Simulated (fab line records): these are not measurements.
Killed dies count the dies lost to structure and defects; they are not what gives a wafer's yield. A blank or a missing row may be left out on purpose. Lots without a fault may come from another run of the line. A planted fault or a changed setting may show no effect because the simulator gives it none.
Chamber matching    flow n5-finfet    N5_BEOL_M2_PECVD_72 on pecvd-01: 3 sister chambers
The step deposits SiO2 from TEOS/O2, target thk 16 nm, time 18 s. 3 wafers are shown with their chamber, then 9 later ones without.

WAFERS WITH THEIR CHAMBER
wafer   chamber  throttle-valve-pct (%)
L081.2  2        20.9
L083.3  0        23.2
L083.5  1        23.0

WAFERS WITH NO CHAMBER GIVEN
wafer   throttle-valve-pct (%)
L092.3  23.4
L092.4  23.1
L092.5  23.4
L093.1  23.4
L093.2  20.9
L093.6  23.5
L097.1  21.4
L097.2  22.9
L097.4  23.3

THE CHAMBER EACH PASSED THROUGH
wafer   from the rows above      in truth
L092.3  can't be placed: 0 or 1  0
L092.4  can't be placed: 0 or 1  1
L092.5  can't be placed: 0 or 1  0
L093.1  can't be placed: 0 or 1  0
L093.2  2                        2
L093.6  can't be placed: 0 or 1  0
L097.1  2                        2
L097.2  can't be placed: 1 or 0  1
L097.4  can't be placed: 0 or 1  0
Placed correctly: 2 of 9. Can't be placed from these rows: 7 (the true chamber is among the candidates in 7). Placed wrongly: 0.
How it was worked out, from the rows above alone: a wafer's distance from a chamber is the root of the sum, over the readings, of the square of ((its reading less the chamber's mean) divided by the reading's scatter). If the next closest chamber is less than 2 further off than the closest, the wafer can't be placed; otherwise it belongs to the closest. Each chamber's mean is taken over the wafers shown for it. The scatter (one wafer shown for each chamber): square how far every hidden wafer sits from the nearest shown wafer, average those squares and take the square root.
